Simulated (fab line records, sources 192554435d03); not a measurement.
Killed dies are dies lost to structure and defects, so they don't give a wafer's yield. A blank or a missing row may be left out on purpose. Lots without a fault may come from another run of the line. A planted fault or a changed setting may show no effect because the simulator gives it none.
Tool commonality check | flow n5_finfet | 9 lots, 25 wafers sampled

WHY IT WAS OPENED
At N5_BEOL_M7_THK_MEAS_53 the reading M7_THK is flagged on 3 of 9 lots. Wafers without a fault read 77.1 nm, standard deviation 2.2.
Rule: a lot is flagged when every wafer of it that has a number lies more than 4 standard deviations from that mean, or none has a number. The other lots count as sound.

lot  | measured     | on            | M7_THK (nm), wafer by wafer | flag
L358 | day 11 00:18 | film_metro-01 | 74.8 79.1 76.4              |
L357 | day 11 08:43 | film_metro-01 | 301.7 301.3 305.7           | FLAGGED
L359 | day 11 10:40 | film_metro-01 | 303.1 299.7 298.2           | FLAGGED
L360 | day 11 18:04 | film_metro-01 | 307.9 306.1 305.9           | FLAGGED
L362 | day 12 01:05 | film_metro-02 | 75.0 75.7 73.2              |
L369 | day 13 23:31 | film_metro-02 | 74.9 75.6 78.3              |
L370 | day 14 03:50 | film_metro-01 | 75.5 77.9 77.7              |
L371 | day 14 23:46 | film_metro-01 | 79.0 81.8                   |
L372 | day 15 05:55 | film_metro-01 | 78.9 78.6                   |
The numbers of the flagged lots are 303.3 nm on average: +226.2 nm against the usual, or +99 or more standard deviations.

WHICH TOOL RAN EACH LOT
The record holds 2 process steps before the reading, out of a route of 1938 steps. In each cell: the tool, then ch and the chambers that the sampled wafers went through, then the start.
lot  | flag    | N5_BEOL_M7_SPUTTER_48        | N5_BEOL_M7_CMP_52
L358 |         | pvd_sputter-02, day 10 23:04 | cmp-03 ch 0,2,3, day 11 00:05
L357 | FLAGGED | pvd_sputter-03, day 11 07:47 | cmp-03 ch 0,1,3, day 11 08:25
L359 | FLAGGED | pvd_sputter-03, day 11 09:31 | cmp-01 ch 0,2,3, day 11 10:26
L360 | FLAGGED | pvd_sputter-03, day 11 16:50 | cmp-01 ch 1,2,3, day 11 17:46
L362 |         | pvd_sputter-03, day 12 00:17 | cmp-01 ch 0,2,3, day 12 00:47
L369 |         | pvd_sputter-01, day 13 22:43 | cmp-04 ch 1,3, day 13 23:16
L370 |         | pvd_sputter-03, day 14 02:23 | cmp-01 ch 0,1,3, day 14 03:32
L371 |         | pvd_sputter-02, day 14 22:58 | cmp-04 ch 0,2, day 14 23:31
L372 |         | pvd_sputter-03, day 15 05:07 | cmp-04 ch 0,3, day 15 05:37
What these steps do:
- N5_BEOL_M7_SPUTTER_48: material Cu, target thk 10 nm, time 1.667 s.
- N5_BEOL_M7_CMP_52: polishes, stops on SiCOH lowk, t overpolish 6.9 s, target thk 80 nm.
- N5_BEOL_M7_THK_MEAS_53: measures by xrf.

FLAGGED OVER TOTAL, TOOL BY TOOL (the gauges that took the reading come last)
step                   | tool           | lots run | flagged | share of the flagged lots | sound lots run after its first flagged lot
N5_BEOL_M7_SPUTTER_48  | pvd_sputter-01 | 1        | 0       | none                      | -
N5_BEOL_M7_SPUTTER_48  | pvd_sputter-02 | 2        | 0       | none                      | -
N5_BEOL_M7_SPUTTER_48  | pvd_sputter-03 | 6        | 3       | all                       | 3 (L362,L370,L372)
N5_BEOL_M7_CMP_52      | cmp-01         | 4        | 2       | some                      | 2 (L362,L370)
N5_BEOL_M7_CMP_52      | cmp-03         | 2        | 1       | some                      | 0
N5_BEOL_M7_CMP_52      | cmp-04         | 3        | 0       | none                      | -
N5_BEOL_M7_THK_MEAS_53 | film_metro-01  | 7        | 3       | all                       | 3 (L370,L371,L372)
N5_BEOL_M7_THK_MEAS_53 | film_metro-02  | 2        | 0       | none                      | -

WHAT THE TABLE ALLOWS
2 rows of the table ran every flagged lot: pvd_sputter-03 at N5_BEOL_M7_SPUTTER_48, film_metro-01 at N5_BEOL_M7_THK_MEAS_53.
- pvd_sputter-03 at N5_BEOL_M7_SPUTTER_48: 3 of its 6 lots flagged. Sound lots ran on it after the first flagged one (L362, L370, L372), which a lasting fault on the whole tool wouldn't allow.
- film_metro-01 at N5_BEOL_M7_THK_MEAS_53: 3 of its 7 lots flagged. Sound lots ran on it after the first flagged one (L370, L371, L372), which a lasting fault on the whole tool wouldn't allow.
No row of the table ran every flagged lot and no sound lot after the first.

WHAT THE SIMULATOR HAD PUT IN
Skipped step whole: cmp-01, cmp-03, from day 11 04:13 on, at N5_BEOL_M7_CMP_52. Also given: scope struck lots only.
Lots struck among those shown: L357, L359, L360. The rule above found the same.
